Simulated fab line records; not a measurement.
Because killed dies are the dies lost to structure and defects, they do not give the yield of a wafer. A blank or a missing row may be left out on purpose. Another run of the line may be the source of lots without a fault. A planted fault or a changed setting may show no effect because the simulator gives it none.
Lot-split experiment	flow n5-finfet	39 wafers read across 7 lots, on a route 1938 steps long

== ABOUT THE SPLIT ==
At N5_DUMMY_GATE_EXPOSE_12 (exposes mask GATE, target cd 25 nm), the setting dose-mj was moved away from the recipe's 34 on 9 of the 39 wafers read, by -7.2% to +6.0%. This setting was run at the recipe's value on the other wafers.

== FROM THE SPLIT TO THE READING: what the file shows between them, 2 steps ==
- N5_DUMMY_GATE_PEB_13: peb time 60 s
- N5_DUMMY_GATE_DEVELOP_14: develop time 30 s

== THE READING ==
cd-nm, in nm, at N5_DUMMY_GATE_CD_MEAS_15 (target cd 25.8 nm). Typical for fault-free wafers on this fab line: 25.00 nm, with standard deviation 0.24 nm.

wafer	tool, chamber at the split	dose-mj as run	against the recipe	cd-nm, nm	against lot-mates on the recipe
L078.1	euv-scanner-02, 0	34	recipe	25.46	-
L078.2	euv-scanner-02, 0	35.06	+3.1%	24.60	-0.90
L078.3	euv-scanner-02, 0	34	recipe	25.54	-
L078.4	euv-scanner-02, 0	35.06	+3.1%	24.62	-0.88
L078.5	euv-scanner-02, 0	34	recipe	25.50	-
L078.6	euv-scanner-02, 0	35.06	+3.1%	24.76	-0.74
L080.1	euv-scanner-02, 0	34	recipe	25.17	-
L080.2	euv-scanner-02, 0	34	recipe	24.62	-
L080.3	euv-scanner-02, 0	34	recipe	25.02	-
L080.4	euv-scanner-02, 0	34	recipe	24.73	-
L080.5	euv-scanner-02, 0	34	recipe	25.15	-
L080.6	euv-scanner-02, 0	34	recipe	25.03	-
L085.1	euv-scanner-02, 0	36.05	+6.0%	23.70	-1.37
L085.2	euv-scanner-02, 0	34	recipe	25.32	-
L085.3	euv-scanner-02, 0	34	recipe	24.89	-
L085.4	euv-scanner-02, 0	34	recipe	24.99	-
L085.5	euv-scanner-02, 0	36.05	+6.0%	23.70	-1.37
L085.6	euv-scanner-02, 0	36.05	+6.0%	23.66	-1.41
L088.1	euv-scanner-01, 0	31.55	-7.2%	25.84	+0.77
L088.2	euv-scanner-01, 0	34	recipe	25.03	-
L088.3	euv-scanner-01, 0	34	recipe	25.25	-
L088.4	euv-scanner-01, 0	31.55	-7.2%	26.30	+1.23
L088.5	euv-scanner-01, 0	34	recipe	24.92	-
L088.6	euv-scanner-01, 0	31.55	-7.2%	26.02	+0.95
L090.1	euv-scanner-02, 0	34	recipe	25.10	-
L090.2	euv-scanner-02, 0	34	recipe	24.84	-
L090.3	euv-scanner-02, 0	34	recipe	25.04	-
L090.4	euv-scanner-02, 0	34	recipe	25.07	-
L090.5	euv-scanner-02, 0	34	recipe	24.76	-
L090.6	euv-scanner-02, 0	34	recipe	24.70	-
L093.1	euv-scanner-01, 0	34	recipe	24.77	-
L093.2	euv-scanner-01, 0	34	recipe	24.68	-
L093.4	euv-scanner-01, 0	34	recipe	24.80	-
L096.1	euv-scanner-01, 0	34	recipe	25.15	-
L096.2	euv-scanner-01, 0	34	recipe	25.07	-
L096.3	euv-scanner-01, 0	34	recipe	25.01	-
L096.4	euv-scanner-01, 0	34	recipe	25.33	-
L096.5	euv-scanner-01, 0	34	recipe	25.26	-
L096.6	euv-scanner-01, 0	34	recipe	25.13	-

THE FIT
A straight line over all 39 wafers: cd-nm changes by -0.169 nm for each +1% of dose-mj; r = -0.88; the points scatter about the line by 0.25 nm.
The same after taking each lot's own level away (the mean of its wafers on the recipe; 39 wafers): -0.183 nm for each +1%; r = -0.94; scatter 0.19 nm.
On that fit, the largest move of dose-mj shifts the reading by 1.3 nm.
Measured against the standard deviation above, the lots' own levels, which go from 24.750 to 25.500 nm, span 3.1 times it.
The two slopes are in agreement: the lot-to-lot level therefore moves the slope only a little.
Check: +1.38 nm against its lot-mates is what the line predicts for one of the wafers moved furthest among these (-7.2%) when that wafer is left out of the fit. It came out at +0.773 nm against them.

== OTHER SPLITS ON THESE WAFERS ==
These wafers also went through other splits before the reading. Each is held against what the fit with the lots' levels taken away leaves over:
other split on the same wafers	wafers away from the commonest value	r with cd-nm (lot level and that fit taken away)
N5_FIN_CUT_CUT_ETCH_26 time-s	12	-0.36

== THE WHOLE CHAIN: every reading that the file lists as answering this split, in the file's order ==
step	what it does	reading	change (the file's fit)	r (the file's)
N5_DUMMY_GATE_CD_MEAS_15	target cd 25.8 nm	cd-nm	-0.184 nm for each +1% of the setting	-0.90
N5_DUMMY_GATE_TRIM_49	chemistry O2, time 29 s, target cd 14 nm	DUMMY_GATE.cd-nm (the simulator's own value, which no gauge read)	-0.181 nm for each +1% of the setting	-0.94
N5_DUMMY_GATE_ETCH_42	etches SiO2 in CHF3/O2, target depth 3.5 nm, time 31 s	DUMMY_GATE.cd-nm (the simulator's own value, which no gauge read)	-0.173 nm for each +1% of the setting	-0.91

== THE FILE'S OWN FIT ==
cd-nm changes by -0.184 nm for each +1% of dose-mj, r = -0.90.
